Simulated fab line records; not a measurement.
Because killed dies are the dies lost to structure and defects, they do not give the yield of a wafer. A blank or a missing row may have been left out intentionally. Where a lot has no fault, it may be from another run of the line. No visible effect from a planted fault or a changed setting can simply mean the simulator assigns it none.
Which tool is to blame? | flow nandHarc | 11 lots, 33 wafers sampled, at 4 steps of a route of 1159

WHAT THE GAUGES READ, wafer by wafer
NHARC_P_STI_CD_MEAS_09: the cd target is 200 nm.
lot  | measured    | on       | cdNm (nm)
L962 | day 2 10:49 | cdSem-03 | 200.2 198.5 196.7
L964 | day 3 01:57 | cdSem-01 | 198.8 202.0 200.6
L965 | day 3 01:59 | cdSem-03 | 199.7 199.7 201.8
L966 | day 3 12:21 | cdSem-01 | 200.8 198.7 199.3
L970 | day 4 13:23 | cdSem-02 | 191.7 191.4 193.7
L979 | day 6 19:17 | cdSem-03 | 201.5 202.4 200.7
L980 | day 7 00:23 | cdSem-03 | 198.1 201.8 197.6
L981 | day 7 05:53 | cdSem-01 | 201.9 202.1 198.1
L982 | day 7 15:38 | cdSem-02 | 196.3 197.9 197.9
L984 | day 8 00:32 | cdSem-02 | 199.4 198.8 197.3
L985 | day 8 05:08 | cdSem-01 | 198.9 202.0 199.4

EACH LOT AND THE TOOL THAT RAN IT (in order: tool; ch and the chambers of the sampled wafers; start)
lot  | NHARC_P_ZERO_WELL_DESCUM_13      | NHARC_P_ZERO_WELL_ETCH_63      | NHARC_P_STI_EXPOSE_06
L962 | rieDiel-07 ch 0,1,3, day 1 13:16 | rieSi-04 ch 0,3, day 1 13:32   | krfScanner-02 ch 0, day 2 10:40
L964 | rieDiel-07 ch 0,3, day 2 01:32   | rieSi-04 ch 2,3, day 2 01:48   | krfScanner-01 ch 0, day 3 01:48
L965 | rieDiel-07 ch 0,3, day 2 07:23   | rieSi-04 ch 0,1,3, day 2 07:39 | krfScanner-01 ch 0, day 3 01:50
L966 | rieDiel-02 ch 1,2,3, day 2 13:19 | rieSi-01 ch 1,2, day 2 13:32   | krfScanner-03 ch 0, day 3 12:12
L970 | rieDiel-02 ch 1,2, day 3 13:24   | rieSi-04 ch 1,2,3, day 3 13:41 | krfScanner-03 ch 0, day 4 13:14
L979 | rieDiel-02 ch 0,2, day 5 19:27   | rieSi-05 ch 0,1, day 5 19:43   | krfScanner-03 ch 0, day 6 19:08
L980 | rieDiel-12 ch 1,2,3, day 6 01:25 | rieSi-01 ch 0,1,2, day 6 01:41 | krfScanner-03 ch 0, day 7 00:14
L981 | rieDiel-02 ch 0,1,3, day 6 07:19 | rieSi-04 ch 1,2,3, day 6 07:37 | krfScanner-02 ch 0, day 7 05:44
L982 | rieDiel-02 ch 0,2, day 6 13:25   | rieSi-05 ch 0,1,2, day 6 13:41 | krfScanner-01 ch 0, day 7 15:30
L984 | rieDiel-07 ch 0,1,2, day 7 01:17 | rieSi-01 ch 1,3, day 7 01:32   | krfScanner-01 ch 0, day 8 00:23
L985 | rieDiel-12 ch 0,2, day 7 07:25   | rieSi-01 ch 0,1,2, day 7 07:40 | krfScanner-03 ch 0, day 8 04:59
- NHARC_P_ZERO_WELL_DESCUM_13: chemistry O2, time 3 s.
- NHARC_P_ZERO_WELL_ETCH_63: etches the open film in HBr/Cl2, target depth 120 nm, time 40.1 s.
- NHARC_P_STI_EXPOSE_06: exposes mask P STI, target cd 200 nm.

THE ANSWER, worked out from the rows above alone
Rule: usual is defined by the lots themselves. The widest of any qualifying gaps counts: lots, ordered by their means at a reading, are off when they make up no more than a third of the lots, leave a main group of 4 or more, and stand apart from it by 3 or more times the standard deviation of that group's means. A main group is skipped when, at the precision printed for the reading in the tables above, its means are all equal. A lot without any number at a reading at which 4 lots or more have one is off too. All remaining lots with rows at the step are treated as sound.
Off, at NHARC_P_STI_CD_MEAS_09 on cdNm: L970. Mean 199.6 nm and standard deviation 1.2 in the main group.
If a tool, at a process step before that reading, ran all the lots that are off and no sound lot after the first of them, it fits. The gauges at NHARC_P_STI_CD_MEAS_09 are tried like those tools. Of those tried, none fits.

WHAT WAS PUT IN BY THE SIMULATOR
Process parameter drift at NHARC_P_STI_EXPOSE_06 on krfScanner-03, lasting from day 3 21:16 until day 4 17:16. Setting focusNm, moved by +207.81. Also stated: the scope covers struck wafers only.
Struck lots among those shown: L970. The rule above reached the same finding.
